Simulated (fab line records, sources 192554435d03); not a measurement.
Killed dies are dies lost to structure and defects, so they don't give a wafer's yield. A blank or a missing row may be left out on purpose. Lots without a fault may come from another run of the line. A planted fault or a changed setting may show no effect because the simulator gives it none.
fab line records | flow n5_finfet | part 2 of 2: steps 5 to 6 of 6
record lots=23 wafers=69 last_day=17
route steps=1938 shown BEOL_M5@1173 BEOL_M6@1212
lots that met no fault: from a run of the same line without faults
start_h: hours from the record's first day to the start of the lot's first wafer shown | wait_h: hours since the lot's step before | " the same as in the row above | L1.1+2: a row that stands for several wafers | - no value, or no start given | * or withheld: withheld | < > ~ a bound
route shown NAME@n: a module of which the file shows steps, and the number in the route of the first | usual: mean/standard deviation of fault-free wafers | same: alike in all rows | chamber/n: place in a boat | sites: the reading at each site | _std_site: their standard deviation | _edge_site: outer sites' mean less inner sites' | radius_mm: how far each site lies from the wafer's centre | mask NAME#n: copy n | behind: the tool/chamber that last shaped the wafer | hold: why the lot was held/for how many hours/how that ended | device: the transistor (n, p or np) that didn't switch | end of line: the same wafers' tests at the end of the route | a step without rows: its recipe alone | killed: dies lost to structure and defects at the first sort, not the wafer's yield | map: a wafer's dies, x killed, . not, _ none there
set.NAME: the setting as run; set.NAME@STEP: as run at that earlier step | model.NAME: the simulator's own value behind a step, which no gauge read
steps of the route over a sample of lots; a table a step, a row a wafer
services: from which hour (start_h, from the record's first day; less than 0 if before it) a tool's chamber was out of use, for how many hours, and why
## steps
# step N5_BEOL_M6_CD_MEAS_28
# recipe target_cd_nm=40 landing_energy_ev=500 detector=se_inlens
# usual cd_nm=40.05/0.27
# columns lot.wafer tool chamber start_h wait_h cd_nm
L075.2 cd_sem-01 0 182.07 - 39.91
L075.4 " 0 " " 40.18
L075.6 " 0 " " 39.90
L077.1 cd_sem-02 0 192.15 - 39.71
L077.2 " 0 " " 39.41
L077.5 " 0 " " 40.23
L076.2 cd_sem-01 0 196.68 - 40.00
L076.5 " 0 " " 40.27
L076.6 " 0 " " 40.34
L078.1 cd_sem-03 0 196.73 - 40.05
L078.2 " 0 " " 40.28
L078.6 " 0 " " 40.25
L080.1 cd_sem-02 0 204.43 - 39.84
L080.3 " 0 " " 40.29
L080.5 " 0 " " 40.25
L079.1 cd_sem-01 0 210.58 - 39.73
L079.4 " 0 " " 40.06
L079.5 " 0 " " 40.16
L081.2 cd_sem-03 0 228.94 - 39.70
L081.4 " 0 " " 40.00
L081.6 " 0 " " 40.44
L082.1 cd_sem-02 0 228.98 - 40.30
L082.2 " 0 " " 40.15
L082.6 " 0 " " 40.37
L083.3 cd_sem-01 0 233.95 - 40.27
L083.5 " 0 " " 39.81
L083.6 " 0 " " 40.00
L084.2 cd_sem-01 0 246.51 - 40.14
L084.3 " 0 " " 39.71
L084.6 " 0 " " 40.73
L085.1 cd_sem-02 0 246.56 - 39.86
L085.3 " 0 " " 39.63
L085.6 " 0 " " 39.75
L086.1 cd_sem-02 0 253.92 - 40.13
L086.2 " 0 " " 40.26
L086.5 " 0 " " 39.78
L087.1 cd_sem-01 0 260.03 - 40.20
L087.4 " 0 " " 39.90
L087.6 " 0 " " 39.77
L089.2 cd_sem-02 0 262.90 - 39.78
L089.5 " 0 " " 39.97
L089.6 " 0 " " 39.98
L088.1 cd_sem-02 0 272.04 - 40.29
L088.3 " 0 " " 39.82
L088.6 " 0 " " 39.94
L090.2 cd_sem-01 0 278.35 - 40.69
L090.5 " 0 " " 40.32
L090.6 " 0 " " 40.12
L091.4 cd_sem-02 0 278.49 - 40.08
L091.5 " 0 " " 39.83
L091.6 " 0 " " 40.32
L092.2 cd_sem-03 0 295.99 - 40.34
L092.3 " 0 " " 40.44
L092.5 " 0 " " 39.81
L093.3 cd_sem-03 0 298.29 - 40.33
L093.5 " 0 " " 40.07
L093.6 " 0 " " 39.97
L094.1 cd_sem-02 0 301.72 - 39.78
L094.3 " 0 " " 40.14
L094.5 " 0 " " 39.83
L095.3 cd_sem-03 0 320.70 - 40.15
L095.4 " 0 " " 40.05
L095.5 " 0 " " 39.63
L096.3 cd_sem-03 0 320.87 - 39.75
L096.5 " 0 " " 39.60
L096.6 " 0 " " 39.77
L097.1 cd_sem-03 0 323.39 - 40.24
L097.2 " 0 " " 40.25
L097.6 " 0 " " 40.00
# step N5_BEOL_M6_STRIP_36
# recipe chemistry=N2/H2 power_w=450 temp_c=40 pressure_mtorr=20 rf_frequency_hz=6e+07 overash_fraction=0.3 bias_power_w=7 h2_frac=0.5 n2_flow_sccm=200 h2_flow_sccm=200
# usual chamber_pressure_mTorr=20.00/0.045 drypump_motor_current_A=5.3/0.51 oes_product_au=0.80/0.1 rf_vpp_V=59.2/1.3 showerhead_plenum_p_Torr=2.52/0.086 temp_c=39.98/0.11 throttle_valve_pct=23.61/0.29
# columns lot.wafer tool chamber start_h wait_h chamber_pressure_mTorr drypump_motor_current_A oes_product_au rf_hours_counter_h rf_vpp_V showerhead_plenum_p_Torr temp_c throttle_valve_pct
L075.2 rie_diel-05 2 182.42 0.0 19.96 5.2 0.83 67 60.7 2.56 39.92 22.99
L075.4 " 0 " " 19.96 6.0 0.92 13 58.9 2.50 39.89 23.19
L075.6 " 3 " " 20.01 4.9 0.72 - 58.9 2.42 40.21 23.63
L077.1 rie_diel-01 1 192.51 0.0 20.00 4.7 0.71 200 58.5 2.62 39.85 23.76
L077.2 " 3 " " 20.02 4.8 0.67 248 60.9 2.51 40.05 23.44
L077.5 " 2 " " 19.97 6.3 0.68 - 58.5 2.51 39.93 23.73
L076.2 rie_diel-01 2 197.47 0.0 20.03 6.3 0.69 247 58.4 2.51 40.06 23.73
L076.5 " 1 " " 19.99 4.7 0.72 - 57.1 2.62 39.90 23.75
L076.6 " 2 " " 19.95 6.3 0.69 - 58.4 2.51 40.00 23.72
L078.1 rie_diel-04 3 197.54 0.0 20.03 4.9 0.69 211 60.1 2.60 40.12 23.91
L078.2 " 1 " " 19.98 5.3 0.95 10 60.8 2.70 40.01 23.65
L078.6 " 3 " " 20.01 4.9 0.69 - 60.7 2.60 40.06 23.90
L080.1 rie_diel-05 2 204.85 0.0 19.95 5.2 0.82 75 58.7 2.56 39.79 22.99
L080.3 " 3 " " 19.98 4.8 0.71 196 57.4 2.42 40.09 23.62
L080.5 " 1 " " 19.98 6.4 0.72 - 59.0 2.45 39.92 23.97
L079.1 rie_diel-04 1 211.09 0.0 20.01 5.3 0.92 16 61.4 2.70 40.09 23.64
L079.4 " 2 " " 20.04 5.3 0.69 208 60.7 2.44 40.02 23.70
L079.5 " 0 " " 19.99 5.4 0.98 - 59.8 2.50 40.23 23.91
L081.2 rie_diel-04 2 229.87 0.0 19.99 5.3 0.70 214 59.3 2.43 40.11 23.72
L081.4 " 1 " " 19.96 5.4 0.90 22 59.0 2.70 39.97 23.62
L081.6 " 2 " " 20.00 5.3 0.70 - 60.1 2.43 40.10 23.70
L082.1 rie_diel-01 2 230.03 0.0 20.00 6.3 0.99 1 58.0 2.50 39.95 23.46
L082.2 " 3 " " 20.00 4.8 0.97 7 61.4 2.50 40.09 23.30
L082.6 " 1 " " 20.03 4.7 0.71 - 59.8 2.61 39.75 23.79
L083.3 rie_diel-05 2 234.64 0.0 20.02 5.2 0.81 86 60.8 2.55 39.94 23.01
L083.5 " 0 " " 20.02 6.0 0.87 - 58.1 2.50 39.86 23.20
L083.6 " 3 " " 20.01 4.9 0.72 - 56.3 2.41 39.99 23.62
L084.2 rie_diel-05 2 247.35 0.0 20.04 5.2 0.81 90 57.1 2.55 39.92 23.01
L084.3 " 3 " " 20.00 4.9 0.72 210 56.0 2.41 40.11 23.65
L084.6 " 2 " " 20.04 5.2 0.81 - 60.0 2.55 39.86 23.05
L085.1 rie_diel-04 3 247.45 0.0 19.98 4.9 0.68 229 57.4 2.59 40.19 23.93
L085.3 " 2 " " 20.01 5.3 0.70 221 57.7 2.43 39.86 23.71
L085.6 " 3 " " 19.97 4.8 0.69 - 60.5 2.59 40.09 23.93
L086.1 rie_diel-04 1 254.28 0.0 19.94 5.4 0.91 28 59.7 2.70 39.91 23.67
L086.2 " 0 " " 19.96 5.5 0.93 15 58.7 2.49 39.96 23.92
L086.5 " 3 " " 20.07 4.9 0.68 - 57.5 2.59 39.88 23.94
L087.1 rie_diel-01 1 260.38 0.0 20.00 4.7 0.71 229 57.7 2.61 39.89 23.78
L087.4 " 3 " " 19.98 4.8 0.92 18 58.8 2.50 40.06 23.31
L087.6 " 1 " " 20.04 4.7 0.71 - 58.7 2.60 39.94 23.80
L089.2 rie_diel-04 0 263.25 0.0 20.03 5.5 0.93 19 59.9 2.49 39.89 23.92
L089.5 " 1 " " 20.04 5.4 0.89 - 60.7 2.70 39.91 23.65
L089.6 " 0 " " 19.96 5.4 0.92 - 57.1 2.49 40.01 23.95
L088.1 rie_diel-04 1 272.40 0.0 20.04 5.3 0.88 35 60.1 2.69 39.98 23.67
L088.3 " 2 " " 19.97 5.3 0.68 229 59.6 2.43 40.01 23.73
L088.6 " 0 " " 19.99 5.5 0.92 - 59.5 2.49 39.97 23.94
L090.2 rie_diel-05 1 278.71 0.0 20.01 6.5 0.71 199 57.6 2.44 39.87 23.99
L090.5 " 3 " " 20.01 4.9 0.70 - 59.6 2.41 40.01 23.65
L090.6 " 0 " " 20.01 5.9 0.86 - 60.5 2.49 39.86 23.21
L091.4 rie_diel-05 2 279.16 0.0 20.04 5.2 0.79 104 60.1 2.54 39.95 23.04
L091.5 " 3 " " 20.01 4.9 0.70 - 59.2 2.41 40.10 23.65
L091.6 " 2 " " 20.03 5.2 0.79 - 61.0 2.54 40.01 23.05
L092.2 rie_diel-01 1 296.62 0.0 20.01 4.7 0.69 243 61.6 2.60 39.92 23.80
L092.3 " 3 " " 20.02 4.9 0.91 32 57.8 2.49 40.01 23.31
L092.5 " 0 " " 20.00 4.9 0.87 - 59.5 2.45 39.82 23.36
L093.3 rie_diel-05 0 298.71 0.0 19.99 6.0 0.85 51 59.9 2.49 40.03 23.26
L093.5 " 3 " " 20.01 4.8 0.70 - 58.2 2.40 39.89 23.69
L093.6 " 2 " " 19.96 5.2 0.79 - 58.9 2.54 39.99 23.06
L094.1 rie_diel-04 1 302.11 0.0 19.99 5.3 0.85 49 61.0 2.69 40.04 23.68
L094.3 " 0 " " 19.98 5.5 0.87 35 59.5 2.48 39.98 23.94
L094.5 " 2 " " 19.97 5.3 0.66 - 59.8 2.42 39.89 23.73
L095.3 rie_diel-04 1 321.05 0.0 20.01 5.3 0.85 57 56.7 2.68 39.97 23.71
L095.4 " 1 " " 20.03 5.3 0.85 - 60.2 2.68 40.07 23.71
L095.5 " 3 " " 20.00 4.9 0.99 - 60.5 2.58 40.04 23.45
L096.3 rie_diel-04 3 321.51 0.0 20.00 4.9 0.98 1 60.0 2.59 39.95 23.46
L096.5 " 3 " " 19.95 4.9 1.00 - 59.3 2.59 40.04 23.48
L096.6 " 0 " " 20.02 5.4 0.88 - 59.4 2.48 40.11 23.95
L097.1 rie_diel-05 0 323.75 0.0 19.98 5.9 0.84 62 57.8 2.48 39.94 23.28
L097.2 " 3 " " 19.98 4.9 0.69 238 59.8 2.40 40.04 23.67
L097.6 " 2 " " 19.96 5.2 0.79 - 59.0 2.54 39.92 23.03
## services
# columns tool chamber start_h hours kind
rie_diel-04 1 152.74 6.5 repair
rie_diel-04 1 165.36 - clean
rie_diel-04 1 165.36 - consumable_replace:focus_ring
rie_diel-04 1 165.36 - consumable_replace:showerhead
rie_diel-04 1 165.36 12.3 scheduled_down
rie_diel-04 1 165.36 12.3 vent_cycle
pvd_sputter-02 - 177.09 4.0 repair
rie_diel-04 0 177.71 - clean
rie_diel-04 0 177.71 - consumable_replace:focus_ring
rie_diel-04 0 177.71 25.2 scheduled_down
rie_diel-04 0 177.71 25.2 vent_cycle
rie_diel-04 - 240.99 2.6 repair
rie_diel-05 1 254.24 8.0 repair
cvd_co-02 - 257.77 2.8 pm
rie_diel-01 0 269.87 1.4 repair
rie_diel-05 - 282.41 10.9 repair
cvd_co-02 0 288.99 4.1 repair
rie_diel-04 3 299.41 - clean
rie_diel-04 3 299.41 - consumable_replace:focus_ring
rie_diel-04 3 299.41 19.9 scheduled_down
rie_diel-04 3 299.41 19.9 vent_cycle
rie_diel-05 2 299.44 23.6 repair
rie_diel-05 1 319.97 6.9 repair
rie_diel-04 2 320.59 4.6 repair
